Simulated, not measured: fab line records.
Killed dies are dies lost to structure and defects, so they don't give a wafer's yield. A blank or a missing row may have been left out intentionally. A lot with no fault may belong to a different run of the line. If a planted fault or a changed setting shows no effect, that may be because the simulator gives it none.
The same fault as seen by 3 desks	flow n5 finfet	each desk has only its own numbers; what lay behind them comes last

## FOR THE TOOL OWNER'S DESK: litho track-04
The tool's own readings at N5_BEOL_M8_COAT_71 (time 60 s, resist thk 5 nm): means of the sampled wafers that have a number, for each lot that ran on this tool. If a lot's mean is further than 4 standard deviations from the usual mean, the lot is out of limits and carries the mark OUT (the distance appears in the brackets).
Columns: A = spin speed rpm at N5_BEOL_M8_COAT_71, usual 1499.9 rpm
lot	first seen here	A
L656	day 11 03:35	1501.9
L667	day 14 19:45	1462.5 (-37) OUT
L670	day 15 04:29	1462.0 (-38) OUT
This desk's finding: out of limits on L667, L670; first on L667, day 14 19:45 (spin speed rpm at N5_BEOL_M8_COAT_71). Within limits: L656.

## AT THE METROLOGY DESK
Lot by lot, what the gauges showed, no matter which tool ran the lot: averages of those sampled wafers that carry a number. If a lot's mean is further than 4 standard deviations from the usual mean, the lot is out of limits and carries the mark OUT (the distance appears in the brackets).
Columns: A = M8_OVL at N5_BEOL_M8_OVL_MEAS_12, usual 0.3 nm; B = cd nm at N5_BEOL_M8_CD_MEAS_18, usual 39.8 nm; C = cd nm at N5_BEOL_M8_CD_MEAS_28, usual 40.02 nm; D = V7_OVL at N5_BEOL_M8_OVL_MEAS_29, usual -0.2 nm
lot	first seen here	A	B	C	D
L654	day 10 18:10	0.7	40.7	40.08	0.1
L657	day 11 02:01	1.0	40.8	39.82	-0.1
L656	day 11 02:17	0.2	40.1	40.18	-0.9
L667	day 14 11:20	0.3	39.1	40.10	0.3
L670	day 15 03:52	-0.4	39.8	39.96	-0.4
L675	day 16 16:13	0.1	38.9	39.94	0.0
This desk's finding: nothing out of limits on any of the 6 lots.

## THE DEFECT DESK
Per lot, the means of the sampled wafers with a number show what the inspections along the route counted. If a lot's mean is further than 4 standard deviations from the usual mean, the lot is out of limits and carries the mark OUT (the distance appears in the brackets).
Columns: A = raw defect count at N5_BEOL_M8_INSPECT_13, usual 425; B = raw defect count at N5_BEOL_M8_INSPECT_30, usual 422
lot	first seen here	A	B
L654	day 10 18:11	433	427
L657	day 11 02:02	404	401
L656	day 11 02:19	362	366
L667	day 14 11:21	425	393
L670	day 15 03:53	542	551
L675	day 16 16:14	421	398
This desk's finding: nothing out of limits on any of the 6 lots.

## ALL TOGETHER
The tool owner's desk could have raised an alarm at day 14 19:45, on L667, L670.
From the metrology desk's view, nothing was out of limits.
Nothing out of limits was seen by the defect desk.
The metrology desk holds a record of L667, L670, inside its limits.
The defect desk has L667, L670 on record, within its limits.
All the named lots went through N5_BEOL_M8_COAT_71 on litho track-04.

## WHAT WAS PUT IN BY THE SIMULATOR
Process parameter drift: litho track-04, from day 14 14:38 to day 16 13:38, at N5_BEOL_M8_COAT_71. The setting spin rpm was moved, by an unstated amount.
Shown lots that were struck: L667, L670.
Hours from the fault's start to each desk's first reading out of limits: the tool owner's desk, 5.
